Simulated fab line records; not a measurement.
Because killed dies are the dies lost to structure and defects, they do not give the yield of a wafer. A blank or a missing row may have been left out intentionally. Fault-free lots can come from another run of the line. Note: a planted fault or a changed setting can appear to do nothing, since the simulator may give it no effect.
Chamber matching | flow n5 finfet | rie diel-01 running N5_BEOL_M5_DESCUM_16: 4 sister chambers
The step chemistry O2, time 7 s. 4 wafers are shown with their chamber, then 8 later ones without.

## WAFERS WITH THEIR CHAMBER
wafer  | chamber | drypump motor current A (A)
L088.1 | 2       | 6.0
L093.2 | 0       | 5.2
L093.6 | 1       | 4.8
L090.1 | 3       | 5.9

## WAFERS WITH NO CHAMBER GIVEN
wafer  | drypump motor current A (A)
L090.3 | 5.2
L090.5 | 6.0
L091.3 | 4.8
L091.5 | 5.9
L091.6 | 5.2
L097.1 | 4.9
L097.3 | 6.0
L097.6 | 5.3

## WHICH CHAMBER EACH ONE RAN IN
wafer  | from the rows above     | in truth
L090.3 | 0                       | 0
L090.5 | can't be placed: 2 or 3 | 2
L091.3 | 1                       | 1
L091.5 | can't be placed: 3 or 2 | 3
L091.6 | 0                       | 0
L097.1 | 1                       | 1
L097.3 | can't be placed: 2 or 3 | 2
L097.6 | 0                       | 0
Correct placement for 5 of the 8. Unplaceable from these rows: 3, with the true chamber sitting among the candidates in 3. Placed wrongly: 0.
How it was worked out, from the rows above alone: a wafer's distance from a chamber is the root of the sum, over the readings, of the square of ((its reading less the chamber's mean) divided by the reading's scatter). The wafer belongs to the nearest chamber; if the next one is less than 2 further off, it can't be placed. Each chamber's mean is taken over the wafers shown for it. The scatter: with one shown wafer a chamber, the root of the mean of the squares of how far each hidden wafer lies from its nearest shown one.
